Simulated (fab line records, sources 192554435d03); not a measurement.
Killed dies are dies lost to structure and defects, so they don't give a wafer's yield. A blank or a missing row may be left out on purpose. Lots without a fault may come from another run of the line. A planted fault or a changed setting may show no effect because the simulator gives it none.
Chamber matching | flow n5_finfet | N5_DUMMY_GATE_ETCH_31 on rie_diel-03: 3 sister chambers
The step etches SiO2 in C4F6/O2, target depth 82.5 nm, time 27.5 s. 3 wafers are shown with their chamber, then 7 later ones without.

WAFERS WITH THEIR CHAMBER
wafer  | chamber | showerhead_plenum_p_Torr (Torr)
L087.2 | 1       | 2.98
L087.6 | 3       | 2.93
L091.1 | 2       | 2.71

WAFERS WITHOUT THEIR CHAMBER
wafer  | showerhead_plenum_p_Torr (Torr)
L091.3 | 2.93
L091.4 | 2.93
L095.4 | 2.92
L095.5 | 2.98
L097.4 | 2.71
L097.5 | 2.71
L097.6 | 2.98

WHICH CHAMBER EACH WENT THROUGH
wafer  | from the rows above | in truth
L091.3 | 3                   | 3
L091.4 | 3                   | 3
L095.4 | 3                   | 3
L095.5 | 1                   | 1
L097.4 | 2                   | 2
L097.5 | 2                   | 2
L097.6 | 1                   | 1
Placed correctly: 7 of 7. Can't be placed from these rows: 0. Placed wrongly: 0.
How it was worked out, from the rows above alone: a wafer's distance from a chamber is the root of the sum, over the readings, of the square of ((its reading less the chamber's mean) divided by the reading's scatter). The wafer belongs to the nearest chamber; if the next one is less than 2 further off, it can't be placed. A chamber's mean is the mean of its shown wafers. The scatter: with one shown wafer a chamber, the root of the mean of the squares of how far each hidden wafer lies from its nearest shown one.
